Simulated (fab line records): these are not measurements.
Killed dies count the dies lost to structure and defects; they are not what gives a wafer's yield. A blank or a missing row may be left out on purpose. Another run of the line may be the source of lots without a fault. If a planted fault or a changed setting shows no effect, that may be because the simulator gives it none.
A struck lot beside a sound one ; flow nand_harc ; 20 steps out of a route of 1302
Sound: wafers L521.2, L521.4, L521.5. The struck wafers were L524.2, L524.5, L524.6. The cause is named last.
Each step with rows lists, per side, the tool, then ch with its chambers, then its first start. Under that, the readings that differ: sound wafers ; struck wafers ; difference of the means ; sigmas: that difference in standard deviations of wafers without a fault.
alike: words and numbers the same on both sides, and readings whose means are apart by under 2 such deviations; not compared: readings that were withheld, readings missing a value for some wafer, numbers with overlapping values and no deviation given by the record, and bounds like >300 which may hide the same value.
A row with sigmas, a row that says differs or no value, or rows on one side alone: a step with any of these is where the two part. When numbers do not overlap yet have no deviation, they are printed without sigmas and do not part them. Lack of a reading on every wafer of one side parts them only where that side has two or more wafers.

NHARC_P_ZERO_WELL_CD_MEAS_37: the cd target is 720 nm.
  sound on cd_sem-03 ch 0, day 6 04:14; struck on cd_sem-03 ch 0, day 7 10:05
  alike: cd_nm
then, 1 step without rows for these wafers: NHARC_P_ZERO_WELL_HARDBAKE_38 (time 80 s).
NHARC_P_ZERO_WELL_DESCUM_39: chemistry O2, time 3 s.
  sound on rie_diel-08 ch 0,1,3, day 6 04:25; struck on rie_diel-08 ch 0,1,2, day 7 10:17
  alike: drypump_motor_current_A, oes_product_au, rf_vpp_V, showerhead_plenum_p_Torr, throttle_valve_pct
  not compared: rf_hours_counter_h
then, 9 steps without rows for these wafers: NHARC_P_ZERO_WELL_IMPLANT_40; NHARC_P_ZERO_WELL_IMPLANT_59; NHARC_P_ZERO_WELL_IMPLANT_60; NHARC_P_ZERO_WELL_STRIP_41 (strips in SPM, time 840 s); NHARC_P_ZERO_WELL_DEHYDRATE_44 (time 120 s); NHARC_P_ZERO_WELL_HMDS_45 (time 30 s); NHARC_P_ZERO_WELL_COAT_46; NHARC_P_ZERO_WELL_SOFTBAKE_47 (time 95 s); NHARC_P_ZERO_WELL_EBR_48.
NHARC_P_ZERO_WELL_EXPOSE_49: exposes mask P HVPW, target cd 2000 nm.
  sound on krf_scanner-01 ch 0, day 6 05:44; struck on krf_scanner-03 ch 0, day 7 11:34
reading;sound;struck;difference;sigmas
mask;P_HVPW#0 P_HVPW#0 P_HVPW#0;P_HVPW_R1#0 P_HVPW_R1#0 P_HVPW_R1#0;differs;
then, 2 steps without rows for these wafers: NHARC_P_ZERO_WELL_PEB_50 (peb time 85 s); NHARC_P_ZERO_WELL_DEVELOP_51 (time 70 s).
NHARC_P_ZERO_WELL_CD_MEAS_52: the cd target is 2000 nm.
  sound on cd_sem-03 ch 0, day 6 05:53; struck on cd_sem-03 ch 0, day 7 11:43
reading;sound;struck;difference;sigmas
cd_nm (nm);2001.3 1996.7 2002.5;1902.5 1900.6 1899.5;-99.3;-50
then, 1 step without rows for these wafers: NHARC_P_ZERO_WELL_HARDBAKE_53 (time 80 s).
NHARC_P_ZERO_WELL_DESCUM_54: chemistry O2, time 3 s.
  sound on rie_diel-09 ch 0,1, day 6 06:03; struck on rie_diel-08 ch 1,2, day 7 11:57
reading;sound;struck;difference;sigmas
showerhead_plenum_p_Torr (Torr);2.06 1.92 2.06;1.77 1.92 1.78;-0.19;-2
model.P_ZERO_WELL.cd_nm (nm);2001 1997 2002;1903 1901 1900;-99;
  alike: drypump_motor_current_A, oes_product_au, rf_vpp_V, throttle_valve_pct
  not compared: rf_hours_counter_h
next, for these wafers, 1 step has no rows: NHARC_P_ZERO_WELL_IMPLANT_55.
-- jump in the record: it breaks off in module P_ZERO_WELL and resumes in module END (first step shown: number 1302 of the route), and 22 days separate the struck wafers' starts before and after --
NHARC_END_SORT_01:
  sound on prober-02 ch 0, day 28 02:26; struck on prober-01 ch 0, day 29 09:56
  alike: killed_at_array, killed_at_other, killed_at_periphery, killed_dies, killed_open, killed_short

== WHERE THEY PART ==
At NHARC_P_ZERO_WELL_EXPOSE_49 first; at NHARC_P_ZERO_WELL_DESCUM_54 last (within this record only). Later steps at which nothing parts them and some readings are alike: NHARC_END_SORT_01.

WHY: the cause the simulator had injected
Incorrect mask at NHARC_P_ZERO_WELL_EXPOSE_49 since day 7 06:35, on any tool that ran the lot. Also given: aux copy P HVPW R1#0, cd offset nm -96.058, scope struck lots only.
